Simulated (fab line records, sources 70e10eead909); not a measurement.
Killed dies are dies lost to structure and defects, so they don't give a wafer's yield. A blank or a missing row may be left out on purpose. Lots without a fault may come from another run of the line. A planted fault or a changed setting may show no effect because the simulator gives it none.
Tool commonality check | flow nand_harc | 12 lots, 36 wafers sampled

WHY IT WAS OPENED
At NHARC_P_CONTACT_CD_MEAS_12 the reading cd_nm is flagged on 1 of 12 lots. Wafers without a fault read 89.9 nm, standard deviation 0.57.
Rule: a lot is flagged when every wafer of it that has a number lies more than 4 standard deviations from that mean, or none has a number. The other lots count as sound.

lot  | measured     | on        | cd_nm (nm), wafer by wafer | flag
L145 | day 5 23:14  | cd_sem-02 | 90.3 89.6 89.1             |
L149 | day 6 12:53  | cd_sem-02 | 89.6 89.9 90.4             |
L148 | day 6 13:36  | cd_sem-01 | 90.1 90.4 90.7             |
L150 | day 7 01:06  | cd_sem-02 | 89.2 89.2 89.1             |
L152 | day 7 11:40  | cd_sem-01 | 85.9 86.0 85.5             | FLAGGED
L154 | day 7 23:31  | cd_sem-03 | 89.7 89.4 88.7             |
L161 | day 9 16:58  | cd_sem-03 | 89.5 90.1 90.7             |
L160 | day 9 17:35  | cd_sem-02 | 89.9 90.0 89.7             |
L163 | day 10 04:57 | cd_sem-01 | 90.3 89.6 90.0             |
L162 | day 10 05:11 | cd_sem-01 | 91.1 90.6 90.1             |
L167 | day 11 02:49 | cd_sem-03 | 89.9 90.1 91.3             |
L166 | day 11 11:27 | cd_sem-02 | 89.2 89.7 90.2             |
The numbers of the flagged lots are 85.8 nm on average: -4.1 nm against the usual, or -7 standard deviations.

WHICH TOOL RAN EACH LOT
The record holds 3 process steps before the reading, out of a route of 1159 steps. In each cell: the tool, then ch and the chambers that the sampled wafers went through, then the start.
lot  | flag    | NHARC_P_GATE_DESCUM_93             | NHARC_P_GATE_STRIP_95                | NHARC_P_CONTACT_EXPOSE_09
L145 |         | rie_diel-08 ch 0,1,2, day 5 17:42  | plasma_asher-02 ch 0,1, day 5 18:48  | arfi_scanner-02 ch 0, day 5 23:05
L149 |         | rie_diel-04 ch 0,1,3, day 6 08:29  | plasma_asher-01 ch 0,1, day 6 09:34  | arfi_scanner-02 ch 0, day 6 12:45
L148 |         | rie_diel-04 ch 0,2,3, day 6 08:52  | plasma_asher-02 ch 0,1, day 6 10:03  | arfi_scanner-03 ch 0, day 6 13:28
L150 |         | rie_diel-08 ch 1,2, day 6 20:13    | plasma_asher-02 ch 0,1, day 6 21:19  | arfi_scanner-01 ch 0, day 7 00:58
L152 | FLAGGED | rie_diel-06 ch 1,2, day 7 06:54    | plasma_asher-02 ch 0,1, day 7 07:59  | arfi_scanner-01 ch 0, day 7 11:32
L154 |         | rie_diel-06 ch 0,2,3, day 7 18:44  | plasma_asher-02 ch 0,1, day 7 20:05  | arfi_scanner-03 ch 0, day 7 23:23
L161 |         | rie_diel-08 ch 2,3, day 9 12:25    | plasma_asher-01 ch 0,1, day 9 13:32  | arfi_scanner-02 ch 0, day 9 16:49
L160 |         | rie_diel-06 ch 0,2,3, day 9 13:09  | plasma_asher-02 ch 1, day 9 14:15    | arfi_scanner-02 ch 0, day 9 17:27
L163 |         | rie_diel-04 ch 0,1,3, day 10 00:24 | plasma_asher-02 ch 0,1, day 10 01:28 | arfi_scanner-03 ch 0, day 10 04:49
L162 |         | rie_diel-04 ch 1,2, day 10 00:41   | plasma_asher-01 ch 0,1, day 10 01:46 | arfi_scanner-01 ch 0, day 10 05:04
L167 |         | rie_diel-08 ch 2,3, day 10 22:17   | plasma_asher-01 ch 0,1, day 10 23:24 | arfi_scanner-01 ch 0, day 11 02:41
L166 |         | rie_diel-08 ch 1,2,3, day 11 06:45 | plasma_asher-01 ch 0,1, day 11 07:49 | arfi_scanner-01 ch 0, day 11 11:19
What these steps do:
- NHARC_P_GATE_DESCUM_93: chemistry O2, time 3 s.
- NHARC_P_GATE_STRIP_95: strips in O2.
- NHARC_P_CONTACT_EXPOSE_09: exposes mask P CA, target cd 90 nm.
- NHARC_P_CONTACT_CD_MEAS_12: target cd 90 nm.

FLAGGED OVER TOTAL, TOOL BY TOOL (the gauges that took the reading come last)
step                       | tool            | lots run | flagged | share of the flagged lots | sound lots run after its first flagged lot
NHARC_P_GATE_DESCUM_93     | rie_diel-04     | 4        | 0       | none                      | -
NHARC_P_GATE_DESCUM_93     | rie_diel-06     | 3        | 1       | all                       | 2 (L154,L160)
NHARC_P_GATE_DESCUM_93     | rie_diel-08     | 5        | 0       | none                      | -
NHARC_P_GATE_STRIP_95      | plasma_asher-01 | 5        | 0       | none                      | -
NHARC_P_GATE_STRIP_95      | plasma_asher-02 | 7        | 1       | all                       | 3 (L154,L160,L163)
NHARC_P_CONTACT_EXPOSE_09  | arfi_scanner-01 | 5        | 1       | all                       | 3 (L162,L167,L166)
NHARC_P_CONTACT_EXPOSE_09  | arfi_scanner-02 | 4        | 0       | none                      | -
NHARC_P_CONTACT_EXPOSE_09  | arfi_scanner-03 | 3        | 0       | none                      | -
NHARC_P_CONTACT_CD_MEAS_12 | cd_sem-01       | 4        | 1       | all                       | 2 (L163,L162)
NHARC_P_CONTACT_CD_MEAS_12 | cd_sem-02       | 5        | 0       | none                      | -
NHARC_P_CONTACT_CD_MEAS_12 | cd_sem-03       | 3        | 0       | none                      | -

WHAT THE TABLE ALLOWS
4 rows of the table ran every flagged lot: rie_diel-06 at NHARC_P_GATE_DESCUM_93, plasma_asher-02 at NHARC_P_GATE_STRIP_95, arfi_scanner-01 at NHARC_P_CONTACT_EXPOSE_09, cd_sem-01 at NHARC_P_CONTACT_CD_MEAS_12.
- rie_diel-06 at NHARC_P_GATE_DESCUM_93: 1 of its 3 lots flagged. Sound lots ran on it after the first flagged one (L154, L160), which a lasting fault on the whole tool wouldn't allow.
- plasma_asher-02 at NHARC_P_GATE_STRIP_95: 1 of its 7 lots flagged. Sound lots ran on it after the first flagged one (L154, L160, L163), which a lasting fault on the whole tool wouldn't allow.
- arfi_scanner-01 at NHARC_P_CONTACT_EXPOSE_09: 1 of its 5 lots flagged. Sound lots ran on it after the first flagged one (L162, L167, L166), which a lasting fault on the whole tool wouldn't allow.
- cd_sem-01 at NHARC_P_CONTACT_CD_MEAS_12: 1 of its 4 lots flagged. Sound lots ran on it after the first flagged one (L163, L162), which a lasting fault on the whole tool wouldn't allow.
No row of the table ran every flagged lot and no sound lot after the first.

WHAT THE SIMULATOR HAD PUT IN
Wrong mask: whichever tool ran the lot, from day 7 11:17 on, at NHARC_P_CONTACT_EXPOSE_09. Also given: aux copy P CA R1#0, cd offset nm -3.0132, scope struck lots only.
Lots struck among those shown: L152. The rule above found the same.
